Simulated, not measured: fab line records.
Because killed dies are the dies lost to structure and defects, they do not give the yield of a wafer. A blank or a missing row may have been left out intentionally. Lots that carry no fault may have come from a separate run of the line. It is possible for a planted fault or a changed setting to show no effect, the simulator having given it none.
Comparing a struck lot with a sound one + flow n5_finfet + 15 steps out of a route of 1938
Sound: the wafers L481.1, L481.5, L481.6. The struck wafers were L480.2, L480.5, L480.6. Last of all comes the cause.
Each step with rows lists, per side, the tool, then ch with its chambers, then its first start. Under that, the readings that differ: sound wafers + struck wafers + difference of the means + sigmas: that difference in standard deviations of wafers without a fault.
alike: same words and numbers on both sides, and readings whose means sit less than 2 such deviations apart. not compared: any withheld reading, any reading some wafer has no value for, any bound like >300 that may hide the same value, and any number with overlapping values for which the record gives no deviation.
Wherever a step has rows on one side only, a row that says differs or no value, or a row with sigmas, the two part there. When numbers do not overlap yet have no deviation, they are printed without sigmas and do not part them. A reading missing from all wafers of one side parts the sides only when that side holds two or more wafers.

N5_BEOL_M15_STRIP_36: strips in O2.
  sound on rie_diel-06 ch 0,3, day 13 18:20; struck on rie_diel-03 ch 1,2, day 13 17:57
  alike: drypump_motor_current_A, oes_product_au, rf_vpp_V, showerhead_plenum_p_Torr, throttle_valve_pct
  not compared: rf_hours_counter_h
N5_BEOL_M15_STRIP_62: strips in O2.
  sound on rie_diel-06 ch 0,3; struck on rie_diel-03 ch 1,2
  alike: drypump_motor_current_A, oes_product_au, rf_vpp_V, showerhead_plenum_p_Torr, throttle_valve_pct
  not compared: rf_hours_counter_h
then, 4 steps without rows for these wafers: N5_BEOL_M15_STRIP_37 (strips in O2); N5_BEOL_M15_ETCH_38 (etches SiCN in CF4/N2, target depth 106.4 nm, time 120.5 s); N5_BEOL_M15_PRECLEAN_39 (cleans in residue remover, time 60 s); N5_BEOL_M15_SRD_40 (time 30 s, dry time 30 s).
N5_BEOL_M15_DEGAS_41: time 60 s.
  sound: pvd_sputter-03 at day 13 18:54; struck: pvd_sputter-02 at day 13 18:38
  alike: heater_power_w
then, 1 step without rows for these wafers: N5_BEOL_M15_PRE_CLEAN_42 (time 30 s).
N5_BEOL_M15_SPUTTER_43: material TaN, target thk 15 nm, time 24.19 s.
  sound: pvd_sputter-03 at day 13 18:59; struck: pvd_sputter-02 at day 13 18:43
  alike: throttle_valve_pct
then, 1 step without rows for these wafers: N5_BEOL_M15_SPUTTER_44 (material Ta, target thk 15 nm, time 24.19 s).
N5_BEOL_M15_SPUTTER_45: material Cu, target thk 100 nm, time 16.67 s.
  sound: pvd_sputter-03 at day 13 19:08; struck: pvd_sputter-02 at day 13 18:53
  alike: throttle_valve_pct
then, 1 step without rows for these wafers: N5_BEOL_M15_ECD_47 (material Cu, target thk 1860 nm).
N5_BEOL_M15_ANNEAL_48: time 90 s.
  sound on rtp_anneal-02 ch 0, day 13 19:43; struck on rtp_anneal-01 ch 0, day 13 19:23
| reading          | sound                | struck               | difference | sigmas |
|------------------|----------------------|----------------------|------------|--------|
| wafer_temp_C_max | 226.29 225.76 225.94 | 223.00 223.19 222.99 | -2.94      | -12    |
then, 1 step without rows for these wafers: N5_BEOL_M15_CMP_49 (polishes, stops on SiO2, t overpolish 4.9 s, target thk 850 nm).
N5_PASSIVATION_PROBE_49:
  sound: prober-01 at day 14 11:41; struck: prober-02 at day 14 10:55
  alike: defect_limited_yield, killed_at_M0_to_M3, killed_at_M4_up, killed_at_contacts, killed_at_front_end, killed_at_other, killed_dies, killed_open, killed_short, sort_bin_5_function, sort_bin_6_memory, sort_bin_8_speed, sort_n_pass, sort_yield_pct

WHERE THEY PART
N5_BEOL_M15_ANNEAL_48 only, going by this record. Later steps at which nothing parts them and some readings are alike: N5_PASSIVATION_PROBE_49.

WHY: the cause the simulator had injected
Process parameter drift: rtp_anneal-01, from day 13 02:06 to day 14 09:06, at N5_BEOL_M15_ANNEAL_48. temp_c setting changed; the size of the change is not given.
